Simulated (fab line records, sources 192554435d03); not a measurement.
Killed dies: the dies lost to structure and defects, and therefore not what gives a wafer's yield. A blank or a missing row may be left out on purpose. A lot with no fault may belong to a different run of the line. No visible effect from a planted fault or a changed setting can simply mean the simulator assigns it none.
Comparing a struck lot with a sound one + flow n5_finfet + 17 steps out of a route of 1938
Sound: these wafers, L241.2, L241.3, L241.6. Struck: wafers L252.3, L252.5. (L252.4 of the same lot was not struck and is left out.) The cause comes at the end.
Each step with rows lists, per side, the tool, then ch with its chambers, then its first start. Under that, the readings that differ: sound wafers + struck wafers + difference of the means + sigmas: that difference in standard deviations of wafers without a fault.
alike: a reading whose means differ by less than 2 such deviations, as well as words and numbers matching on both sides. not compared: withheld readings; readings where some wafer has no value; bounds like >300 that might hide an equal value; numbers whose values overlap and for which the record gives no deviation.
A row with sigmas, a row that says differs or no value, or rows on one side alone: a step with any of these is where the two part. When numbers do not overlap yet have no deviation, they are printed without sigmas and do not part them. A reading that every wafer of one side lacks parts them only if that side has two wafers or more.

N5_BEOL_M14_TRENCH_ETCH_34: etches SiO2 in C4F8/O2/Ar, target depth 556.65 nm, time 126.9 s.
  sound on rie_diel-05 ch 0,2, day 13 21:24; struck on rie_diel-05 ch 2,3, day 16 07:14
  alike: drypump_motor_current_A, oes_product_au, rf_vpp_V, showerhead_plenum_p_Torr, throttle_valve_pct
  not compared: rf_hours_counter_h
then, 1 step without rows for these wafers: N5_BEOL_M14_STRIP_70 (strips in C4F8/O2/Ar).
N5_BEOL_M14_OCD_MEAS_35:
  sound on ocd-02, day 13 21:34; struck on ocd-02, day 16 07:23
  alike: trench_depth_nm
N5_BEOL_M14_STRIP_37: strips in O2.
  sound on rie_diel-04 ch 0,1,3, day 14 01:36; struck on rie_diel-01 ch 1, day 16 08:11
  alike: drypump_motor_current_A, oes_product_au, rf_vpp_V, showerhead_plenum_p_Torr, throttle_valve_pct
  not compared: rf_hours_counter_h
then, 3 steps without rows for these wafers: N5_BEOL_M14_ETCH_38 (etches SiCN in CF4/N2, target depth 106.5 nm, time 120.6 s); N5_BEOL_M14_PRECLEAN_39 (cleans in residue remover, time 60 s); N5_BEOL_M14_SRD_40 (time 30 s, dry time 30 s).
N5_BEOL_M14_DEGAS_41: time 60 s.
  sound on pvd_sputter-01, day 14 02:08; struck on pvd_sputter-03, day 16 08:35
  alike: heater_power_w
N5_BEOL_M14_PRE_CLEAN_42: time 30 s.
  sound on pvd_sputter-01, day 14 02:11; struck on pvd_sputter-03, day 16 08:37
  alike: heater_power_w
then, 3 steps without rows for these wafers: N5_BEOL_M14_SPUTTER_43 (material TaN, target thk 15 nm, time 24.19 s); N5_BEOL_M14_SPUTTER_44 (material Ta, target thk 15 nm, time 24.19 s); N5_BEOL_M14_SPUTTER_45 (material Cu, target thk 100 nm, time 16.67 s).
N5_BEOL_M14_ECD_47: material Cu, target thk 1248 nm.
  sound on ecd_cu-02 ch 0,1, day 14 02:30; struck on ecd_cu-02 ch 0, day 16 09:00
| reading                                 | sound          | struck      | difference | sigmas |
|-----------------------------------------|----------------|-------------|------------|--------|
| model.Cu_of_BEOL_M14_ECD_47.thk_nm (nm) | 1259 1252 1256 | 855.4 834.8 | -410.6     |        |
N5_BEOL_M14_ANNEAL_48: time 90 s.
  sound on rtp_anneal-02 ch 0, day 14 03:07; struck on rtp_anneal-01 ch 0, day 16 09:13
  alike: wafer_temp_C_max
N5_BEOL_M14_CMP_49: polishes, stops on SiO2, t overpolish 5.2 s, target thk 560 nm.
  sound on cmp-01 ch 1,2,3, day 14 03:26; struck on cmp-01 ch 0,2, day 16 09:36
| reading                | sound       | struck | difference | sigmas |
|------------------------|-------------|--------|------------|--------|
| time_to_endpoint_s (s) | 115 122 122 | 84 77  | -39        | -7     |
  alike: motor_current_A
N5_BEOL_M14_THK_MEAS_50: measures by xrf.
  sound on film_metro-01, day 14 03:40; struck on film_metro-01, day 16 09:49
  alike: M14_THK
N5_PASSIVATION_PROBE_49:
  sound on prober-01, day 15 01:15; struck on prober-01, day 17 16:37
  alike: defect_limited_yield, killed_at_M0_to_M3, killed_at_M4_up, killed_at_contacts, killed_at_front_end, killed_at_other, killed_dies, killed_open, killed_short, sort_bin_4_leakage, sort_bin_5_function, sort_bin_6_memory, sort_n_pass, sort_yield_pct

WHERE THEY PART
Only at N5_BEOL_M14_CMP_49, within this record. Later steps at which nothing parts them and some readings are alike: N5_BEOL_M14_THK_MEAS_50, N5_PASSIVATION_PROBE_49.

WHY: what had been put in by the simulator
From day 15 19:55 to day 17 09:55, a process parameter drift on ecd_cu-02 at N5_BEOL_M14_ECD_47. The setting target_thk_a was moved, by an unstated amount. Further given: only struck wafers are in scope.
